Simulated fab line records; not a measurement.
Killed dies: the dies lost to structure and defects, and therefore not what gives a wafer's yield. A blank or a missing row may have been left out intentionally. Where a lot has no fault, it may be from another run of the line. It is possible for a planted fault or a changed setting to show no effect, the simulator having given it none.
Problem report, 8D (eight disciplines) form, completed by code + flow nandHarc + the parts of the form that need people (team, actions taken, sign-off) are left out

1. THE ISSUE
A mean of 0.932 a.u. is read at NHARC_A_DECK1_JOINT_ETCHBACK_07 for oesProductAu, taken on 1 wafer of 1 lot, against 1.001 a.u. (standard deviation 0.013) on wafers free of any fault. Measured from the usual mean, that is -5.3 standard deviations.
The step: etches the open film in HBr, target depth 105 nm, time 26.9 s.
First observed at day 14 10:14: wafer L265.1, on rieSi-01. The record holds 36 wafers of 12 lots with a number at this step. The rule behind "out" and "out of limits": a value lying over 4 standard deviations away from the usual mean. The rest of the wafers with a number are treated as sound.

2. WHAT IT IS; WHAT IT IS NOT
| question                    | is                | is not                                                                                                              |
|-----------------------------|-------------------|---------------------------------------------------------------------------------------------------------------------|
| which readings at this step | oesProductAu      | chamberPressureMTorr, drypumpMotorCurrentA, throttleValvePct                                                        |
| which lots                  | L265              | L256, L258, L267, L270, L271, L274, L275, L276, L277, L278, L279                                                    |
| which wafers of those lots  | L265.1            | L265.3, L265.6                                                                                                      |
| read on which tools         | rieSi-01          | rieSi-03, rieSi-06                                                                                                  |
| when                        | from day 14 10:14 | up to then (8 sound wafers); but 27 sound wafers of L267, L270, L271, L274, L275, L276, L277, L278, L279 came after |

3. WHAT RULES OUT EACH SUSPECT
Counting: if a tool at a process step up to the reading ran every lot that is out, it stays a suspect. Sound lots after the first of them don't rule it out here, since some wafers of a struck lot are sound.
- pvdSputter-02 at NHARC_P_BONDPAD_PRE_CLEAN_26 (time 30 s): kept. It ran the lot that is out, L265 (day 10 11:24); its last sound lot up to then is L256 (day 6 18:55). With no start given for some of its lots, NHARC_P_BONDPAD_PRE_CLEAN_26 uses the hours and lot order of NHARC_P_BONDPAD_CMP_19.
- cmp-02 at NHARC_P_BONDPAD_CMP_19 (polishes, t overpolish 30 s, cu recess touch 16 s, target thk 160.81 nm): kept. It ran the lot that is out, L265 (day 10 11:24).
- rieDiel-13 at NHARC_A_ZERO_WELL_ETCH_19 (etches the open film in N2/H2, target depth 80 nm, overetch 24 nm, time 87.88 s): kept. It ran the lot that is out, L265 (day 10 13:27).
- rieSi-01 at NHARC_A_DECK1_JOINT_ETCHBACK_07 (etches the open film in HBr, target depth 105 nm, time 26.9 s): kept. It ran the lot that is out, L265 (day 14 10:14); its last sound lot up to then is L258 (day 11 09:54). Its own readings are out on those wafers: oesProductAu.
- At NHARC_P_BONDPAD_CMP_19, inside cmp-02: chamber 0 took the wafers that are out, while their sound lot-mates went through chambers 1, 3.
- Within rieDiel-13 at NHARC_A_ZERO_WELL_ETCH_19, the wafers that are out were processed in chamber 1 and their sound lot-mates in chamber 2.
- At NHARC_A_DECK1_JOINT_ETCHBACK_07, inside rieSi-01: chamber 1 took the wafers that are out, while their sound lot-mates went through chambers 0, 2.
Left after counting: pvdSputter-02 at NHARC_P_BONDPAD_PRE_CLEAN_26, cmp-02 at NHARC_P_BONDPAD_CMP_19, rieDiel-13 at NHARC_A_ZERO_WELL_ETCH_19, rieSi-01 at NHARC_A_DECK1_JOINT_ETCHBACK_07.

4. THE CAUSE (what the simulator had put in)
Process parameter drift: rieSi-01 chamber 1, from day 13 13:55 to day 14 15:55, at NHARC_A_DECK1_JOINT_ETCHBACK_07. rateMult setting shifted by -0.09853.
This tool is one of the 4 suspects left after counting.

5. THE EFFECT CHAIN, in route order
Each row: a reading where the mean over the struck wafers with a number is more than 3 standard deviations away from the usual. Scope: only readings with a usual standard deviation given in the record; hours: median across lots of the time from each lot's start at the first step in this table that gives one to its start at this step; sigmas: change in usual standard deviations.
| hours | step                            | reading      | usual      | on struck wafers | change | sigmas |
|-------|---------------------------------|--------------|------------|------------------|--------|--------|
| 0     | NHARC_A_DECK1_JOINT_ETCHBACK_07 | oesProductAu | 1.001 a.u. | 0.932            | -0.069 | -5.3   |
Process steps it contains:
- NHARC_A_DECK1_JOINT_ETCHBACK_07: etches the open film in HBr, target depth 105 nm, time 26.9 s.

6. HOW IT WOULD HAVE BEEN CAUGHT EARLIER
20 hours passed between the start of the fault at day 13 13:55 and the first reading out of limits in this record, taken at day 14 10:14.
